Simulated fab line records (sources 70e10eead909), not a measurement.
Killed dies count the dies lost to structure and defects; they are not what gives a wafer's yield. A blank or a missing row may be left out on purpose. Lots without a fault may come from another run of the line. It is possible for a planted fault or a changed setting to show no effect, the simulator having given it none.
Struck lot and sound lot, side by side / flow nand_harc / 15 steps out of a route of 1302
Sound: these wafers, L407.3, L407.4, L407.6. Wafers struck: L421.1, L421.2, L421.4. The cause is named last.
Order at every step that has rows: each side's tool, ch and its chambers, its first start. Under that, the readings that differ: sound wafers / struck wafers / difference of the means / sigmas: that difference in standard deviations of wafers without a fault.
alike: a reading whose means differ by less than 2 such deviations, as well as words and numbers matching on both sides. not compared: withheld readings; readings where some wafer has no value; bounds like >300 that might hide an equal value; numbers whose values overlap and for which the record gives no deviation.
A row with sigmas, a row that says differs or no value, or rows on one side alone: a step with any of these is where the two part. Non-overlapping numbers with no deviation appear without sigmas and do not part them. Lack of a reading on every wafer of one side parts them only where that side has two or more wafers.

first, 2 steps without rows for these wafers: NHARC_A_CHANNEL_HOLE_D1_STRIP_42 (strips in CF4/CHF3); NHARC_A_CHANNEL_HOLE_D1_STRIP_43 (strips in O2/COS).
NHARC_A_CHANNEL_HOLE_D1_ETCH_44: etches the open film in CF4/O2, target depth 140 nm, overetch 14 nm, time 77 s.
  sound on rie_diel-09 ch 0,2, day 8 19:28; struck on rie_diel-12 ch 1,2,3, day 14 15:50
  alike: cf4_flow_sccm, drypump_motor_current_A, mfc_ar_sccm, oes_product_au, rf_vpp_V, showerhead_plenum_p_Torr, throttle_valve_pct
  not compared: rf_hours_counter_h
NHARC_A_CHANNEL_HOLE_D1_STRIP_27: strips in O2.
  sound on rie_diel-09 ch 0,2,3; struck on rie_diel-12 ch 1,2,3
  alike: drypump_motor_current_A, mfc_ar_sccm, oes_product_au, rf_vpp_V, showerhead_plenum_p_Torr, throttle_valve_pct
  not compared: rf_hours_counter_h
then, 2 steps without rows for these wafers: NHARC_A_CHANNEL_HOLE_D1_PRECLEAN_28 (cleans in SC1); NHARC_A_CHANNEL_HOLE_D1_SRD_29.
NHARC_A_CHANNEL_HOLE_D1_CD_MEAS_30:
  sound: cd_sem-03 at day 8 20:23; struck: cd_sem-02 at day 14 16:37
  alike: cd_nm
NHARC_A_CHANNEL_HOLE_D1_XSEM_31:
  sound on xsem-01 ch 0, day 8 20:29; struck on xsem-02 ch 0, day 14 16:43
  alike: bot_cd_nm, bow_nm, tilt_deg
NHARC_A_CHANNEL_HOLE_D1_INSPECT_40:
  sound: defect_inspect-02 at day 8 20:34; struck: defect_inspect-02 at day 14 16:49
  alike: raw_defect_count
then, 2 steps without rows for these wafers: NHARC_A_CHANNEL_FILL_D1_PRECLEAN_00 (cleans in SC1); NHARC_A_CHANNEL_FILL_D1_SRD_01.
NHARC_A_CHANNEL_FILL_D1_ALD_02: deposits SiO2, target thk 6 nm, pulse time 10 s, ald cycles 60.
  sound on ald_hk-01 ch 1,2,3, day 8 20:50; struck on ald_hk-01 ch 0,1,3, day 14 17:01
  alike: ald_cycles, heater_power_w, precursor_pulse_height_rel
NHARC_A_CHANNEL_FILL_D1_ALD_03: deposits SiNx, target thk 6 nm, pulse time 60 s, ald cycles 58.
  sound on ald_sin_batch-03 ch 0, day 8 22:20; struck on ald_sin_batch-01 ch 0, day 14 20:26
reading=ald_cycles; sound=58 58 58; struck=106 106 106; difference=+48; sigmas=
  alike: precursor_pulse_height_rel
NHARC_A_CHANNEL_FILL_D1_ALD_14: deposits SiO2, target thk 2.5 nm, pulse time 10 s, ald cycles 25.
  sound on ald_hk-01 ch 0,1, day 9 01:55; struck on ald_hk-03 ch 0,2,3, day 15 00:02
  alike: ald_cycles, heater_power_w, precursor_pulse_height_rel
-- the record jumps here: 16 days lie between the struck wafers' starts before and after (it left off in module A_CHANNEL_FILL_D1 and takes up again in module END, whose first step shown is number 1302 of the route) --
NHARC_END_SORT_01:
  sound on prober-02 ch 0, day 24 10:34; struck on prober-02 ch 0, day 30 13:07
  alike: killed_at_array, killed_at_other, killed_at_periphery, killed_dies, killed_open, killed_short

## WHERE THEY PART
Nowhere in this record.

WHY: the cause the simulator had injected
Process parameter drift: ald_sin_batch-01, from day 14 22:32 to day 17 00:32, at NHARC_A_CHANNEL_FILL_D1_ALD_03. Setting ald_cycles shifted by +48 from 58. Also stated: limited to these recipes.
